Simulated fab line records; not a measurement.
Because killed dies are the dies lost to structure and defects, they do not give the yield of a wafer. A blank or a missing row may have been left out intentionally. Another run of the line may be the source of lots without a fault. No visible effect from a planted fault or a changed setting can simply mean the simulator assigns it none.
Which tool did it? -- flow nand_harc -- 24 lots, 72 wafers sampled, at 5 steps of a route of 1302

== WHAT THE GAUGES READ, wafer by wafer ==
NHARC_A_ONON_D2_THK_MEAS_14: measures by ellipsometry.
lot,measured,on,thk_nm (nm)
L075,day 13 07:35,film_metro-01,996 997 995
L074,day 13 07:37,film_metro-02,985 985 985
L076,day 13 09:06,film_metro-02,1011 1011 1009
L077,day 13 08:52,film_metro-01,990 991 992
L078,day 14 02:58,film_metro-01,998 998 998
L080,day 14 15:15,film_metro-02,1003 1003 1001
L079,day 14 15:15,film_metro-01,1014 1014 1014
L081,day 15 10:03,film_metro-02,996 994 995
L082,day 15 13:29,film_metro-02,1016 1014 1015
L083,day 16 06:39,film_metro-02,984 985 984
L084,day 16 10:38,film_metro-02,1006 1007 1006
L086,day 16 23:06,film_metro-01,980 981 980
L085,day 16 23:05,film_metro-01,999 998 999
L087,day 17 14:40,film_metro-01,1015 1019 1019
L088,day 18 09:48,film_metro-01,989 989 991
L089,day 18 09:47,film_metro-02,1010 1008 1010
L090,day 19 01:43,film_metro-01,999 1002 1000
L091,day 19 14:05,film_metro-02,1010 1011 1012
L092,day 19 22:47,film_metro-01,1000 1000 1001
L093,day 19 22:38,film_metro-02,981 983 981
L095,day 21 04:04,film_metro-02,1002 1003 1003
L094,day 21 04:04,film_metro-01,991 992 992
L096,day 21 15:17,film_metro-02,1002 1002 1002
L097,day 22 01:19,film_metro-02,975 973 974

NHARC_A_ONON_D2_THK_MEAS_27: measures by ellipsometry.
lot,measured,on,thk_nm (nm)
L075,day 13 17:23,film_metro-02,996 996 996
L074,day 13 17:10,film_metro-02,1003 1002 1002
L076,day 13 17:02,film_metro-02,991 988 990
L077,day 13 17:02,film_metro-01,1005 1004 1003
L078,day 14 12:21,film_metro-02,1011 1011 1010
L080,day 15 00:54,film_metro-02,993 993 992
L079,day 15 00:53,film_metro-01,996 997 997
L081,day 15 19:07,film_metro-02,992 993 994
L082,day 15 22:33,film_metro-01,984 985 985
L083,day 16 16:04,film_metro-01,985 984 983
L084,day 16 20:03,film_metro-01,1006 1006 1006
L086,day 17 09:47,film_metro-01,1006 1009 1010
L085,day 17 09:44,film_metro-02,998 996 996
L087,day 17 23:44,film_metro-02,1003 1004 1006
L088,day 18 19:13,film_metro-01,1002 1003 1002
L089,day 18 19:13,film_metro-01,1004 1004 1003
L090,day 19 11:11,film_metro-01,984 984 983
L091,day 19 23:34,film_metro-02,1008 1005 1006
L092,day 20 07:44,film_metro-01,993 993 994
L093,day 20 07:43,film_metro-02,985 983 984
L095,day 21 13:57,film_metro-01,990 992 989
L094,day 21 13:46,film_metro-01,1004 1004 1003
L096,day 22 02:05,film_metro-02,999 1000 997
L097,day 22 10:17,film_metro-02,985 985 984

NHARC_A_CHANNEL_HOLE_D2_CD_MEAS_10: target cd 100 nm.
lot,measured,on,cd_nm (nm)
L075,day 14 04:56,cd_sem-02,99.7 100.5 100.2
L074,day 14 03:55,cd_sem-01,100.4 100.1 100.4
L076,day 14 01:47,cd_sem-03,100.0 100.4 99.8
L077,day 14 03:01,cd_sem-02,99.8 99.7 99.8
L078,day 14 16:10,cd_sem-01,100.2 99.9 100.3
L080,day 15 04:47,cd_sem-01,99.8 100.2 100.8
L079,day 15 04:38,cd_sem-02,100.4 100.5 100.7
L081,day 15 23:25,cd_sem-02,99.9 100.4 99.9
L082,day 16 04:16,cd_sem-02,101.6 100.4 100.4
L083,day 16 20:25,cd_sem-02,99.8 99.9 99.6
L084,day 17 06:53,cd_sem-03,100.1 99.7 99.9
L086,day 17 13:39,cd_sem-01,101.0 100.2 99.7
L085,day 17 13:26,cd_sem-02,99.3 99.4 99.2
L087,day 18 04:58,cd_sem-01,100.2 100.9 99.4
L088,day 18 23:46,cd_sem-03,100.2 100.4 99.9
L089,day 18 23:02,cd_sem-03,100.4 100.2 100.9
L090,day 19 18:11,cd_sem-02,100.0 99.5 99.7
L091,day 20 03:50,cd_sem-02,100.5 100.6 100.4
L092,day 20 15:49,cd_sem-03,100.0 100.7 100.0
L093,day 20 15:31,cd_sem-03,100.3 100.2 99.9
L095,day 21 20:29,cd_sem-01,99.2 99.4 99.9
L094,day 21 20:08,cd_sem-01,99.6 100.3 99.7
L096,day 22 05:56,cd_sem-02,99.8 99.6 99.9
L097,day 22 16:16,cd_sem-03,100.1 100.2 99.8

== EACH LOT AND THE TOOL THAT RAN IT (in order: tool; ch and the chambers of the sampled wafers; start) ==
lot,NHARC_A_CHANNEL_FILL_D1_STRIP_29,NHARC_A_CHANNEL_HOLE_D2_DEP_00
L075,"rie_diel-03 ch 0,1,3, day 13 07:35 or earlier","acl_dep-01 ch 0, day 14 03:14"
L074,"rie_diel-13 ch 0,1,2, day 13 07:37 or earlier","acl_dep-02 ch 0, day 14 00:59"
L076,"rie_diel-03 ch 0,1,3, day 13 09:06 or earlier","acl_dep-02 ch 0, day 13 23:06"
L077,"rie_diel-13 ch 0,1, day 11 14:55","acl_dep-01 ch 0, day 14 00:59"
L078,"rie_diel-13 ch 1,2,3, day 14 02:58 or earlier","acl_dep-03 ch 0, day 14 13:33"
L080,"rie_diel-13 ch 1,2, day 14 15:15 or earlier","acl_dep-02 ch 0, day 15 02:05"
L079,"rie_diel-13 ch 0,1,2, day 14 15:15 or earlier","acl_dep-03 ch 0, day 15 02:43"
L081,"rie_diel-03 ch 0,1, day 15 10:03 or earlier","acl_dep-02 ch 0, day 15 20:52"
L082,"rie_diel-02 ch 0,2, day 15 13:29 or earlier","acl_dep-01 ch 0, day 16 01:37"
L083,"rie_diel-13 ch 0,2,3, day 16 06:39 or earlier","acl_dep-03 ch 0, day 16 17:46"
L084,"rie_diel-13 ch 0,1,3, day 16 10:38 or earlier","acl_dep-01 ch 0, day 17 04:14"
L086,"rie_diel-02 ch 0,1,3, day 16 23:06 or earlier","acl_dep-03 ch 0, day 17 11:18"
L085,"rie_diel-13 ch 0,1, day 16 23:05 or earlier","acl_dep-02 ch 0, day 17 11:32"
L087,"rie_diel-13 ch 0,3, day 17 14:40 or earlier","acl_dep-03 ch 0, day 18 02:57"
L088,"rie_diel-03 ch 2,3, day 18 09:48 or earlier","acl_dep-02 ch 0, day 18 21:25"
L089,"rie_diel-13 ch 0,1,2, day 18 09:47 or earlier","acl_dep-03 ch 0, day 18 20:23"
L090,"rie_diel-13 ch 0,1,3, day 19 01:43 or earlier","acl_dep-01 ch 0, day 19 15:30"
L091,"rie_diel-13 ch 1,2,3, day 19 14:05 or earlier","acl_dep-01 ch 0, day 20 01:28"
L092,"rie_diel-13 ch 0,2, day 19 22:47 or earlier","acl_dep-03 ch 0, day 20 13:09"
L093,"rie_diel-13 ch 2,3, day 19 22:38 or earlier","acl_dep-02 ch 0, day 20 13:49"
L095,"rie_diel-13 ch 1,2,3, day 21 04:04 or earlier","acl_dep-01 ch 0, day 21 17:49"
L094,"rie_diel-02 ch 0,1,3, day 21 04:04 or earlier","acl_dep-02 ch 0, day 21 17:29"
L096,"rie_diel-13 ch 1,2, day 21 15:17 or earlier","acl_dep-03 ch 0, day 22 03:16"
L097,"rie_diel-13 ch 0,1,3, day 22 01:19 or earlier","acl_dep-03 ch 0, day 22 14:14"
- NHARC_A_CHANNEL_FILL_D1_STRIP_29: strips in O2, time 20 s.
- NHARC_A_CHANNEL_HOLE_D2_DEP_00: deposits aC, target thk 3100 nm.

== AS READ BY THE TOOLS THEMSELVES (means over the sampled wafers that have a number; for cases with no such wafer, the mark the record gives instead) ==
NHARC_A_CHANNEL_FILL_D1_STRIP_29.
lot,tool,drypump_motor_current_A (A),oes_product_au (a.u.),rf_vpp_V (V),showerhead_plenum_p_Torr (Torr),throttle_valve_pct (%)
L075,rie_diel-03,5.6,1.009,57.8,3.43,17.041
L074,rie_diel-13,5.7,0.986,57.3,3.39,17.033
L076,rie_diel-03,5.6,1.008,58.1,3.43,17.035
L077,rie_diel-13,5.8,0.994,57.0,3.34,17.037
L078,rie_diel-13,5.7,0.993,57.2,3.47,17.040
L080,rie_diel-13,6.0,0.988,57.5,3.41,17.035
L079,rie_diel-13,5.7,0.986,58.4,3.39,17.038
L081,rie_diel-03,5.6,0.996,57.5,3.37,17.030
L082,rie_diel-02,6.0,0.980,57.8,3.59,17.036
L083,rie_diel-13,5.4,1.001,58.2,3.45,17.027
L084,rie_diel-13,5.8,1.005,58.2,3.42,17.030
L086,rie_diel-02,5.9,0.994,58.2,3.51,17.038
L085,rie_diel-13,5.8,0.998,57.9,3.34,17.039
L087,rie_diel-13,5.6,0.988,57.9,3.49,17.036
L088,rie_diel-03,5.7,0.999,56.8,3.51,17.036
L089,rie_diel-13,5.7,0.990,58.0,3.39,17.042
L090,rie_diel-13,5.8,0.996,57.1,3.42,17.047
L091,rie_diel-13,5.7,0.995,57.8,3.47,17.032
L092,rie_diel-13,5.4,1.006,57.6,3.37,17.039
L093,rie_diel-13,5.3,0.998,57.8,3.50,17.033
L095,rie_diel-13,5.7,0.996,57.4,3.47,17.038
L094,rie_diel-02,5.9,0.994,57.3,3.51,17.037
L096,rie_diel-13,6.0,1.011,57.7,3.40,17.042
L097,rie_diel-13,5.8,0.997,57.3,3.42,17.038

NHARC_A_CHANNEL_HOLE_D2_DEP_00.
lot,tool,throttle_valve_pct (%)
L075,acl_dep-01,35.006
L074,acl_dep-02,34.996
L076,acl_dep-02,35.004
L077,acl_dep-01,35.006
L078,acl_dep-03,35.001
L080,acl_dep-02,35.004
L079,acl_dep-03,34.998
L081,acl_dep-02,35.002
L082,acl_dep-01,34.994
L083,acl_dep-03,35.003
L084,acl_dep-01,34.994
L086,acl_dep-03,34.994
L085,acl_dep-02,35.013
L087,acl_dep-03,35.004
L088,acl_dep-02,34.996
L089,acl_dep-03,34.999
L090,acl_dep-01,35.000
L091,acl_dep-01,35.003
L092,acl_dep-03,35.000
L093,acl_dep-02,35.001
L095,acl_dep-01,34.999
L094,acl_dep-02,35.002
L096,acl_dep-03,35.001
L097,acl_dep-03,35.000

== THE ANSWER, worked out from the rows above alone ==
Rule: what is usual is taken from the lots themselves. The widest of any qualifying gaps counts: lots, ordered by their means at a reading, are off when they make up no more than a third of the lots, leave a main group of 4 or more, and stand apart from it by 3 or more times the standard deviation of that group's means. The tables above print the reading to a certain number of digits; a main group whose means all agree to those digits is not used. Also off: a lot with no number at a reading for which 4 or more lots have one. The other lots that the step has rows for count as sound. After the gauges, taken in route order, come the tools' own readings; for these a lot's mean is taken, as printed above. At the first step where some lot is off, the reading lying furthest off is the one used; lots without a number count as furthest.
No lot is off at any reading shown: from this, nothing can be told.

== WHAT THE SIMULATOR PUT IN ==
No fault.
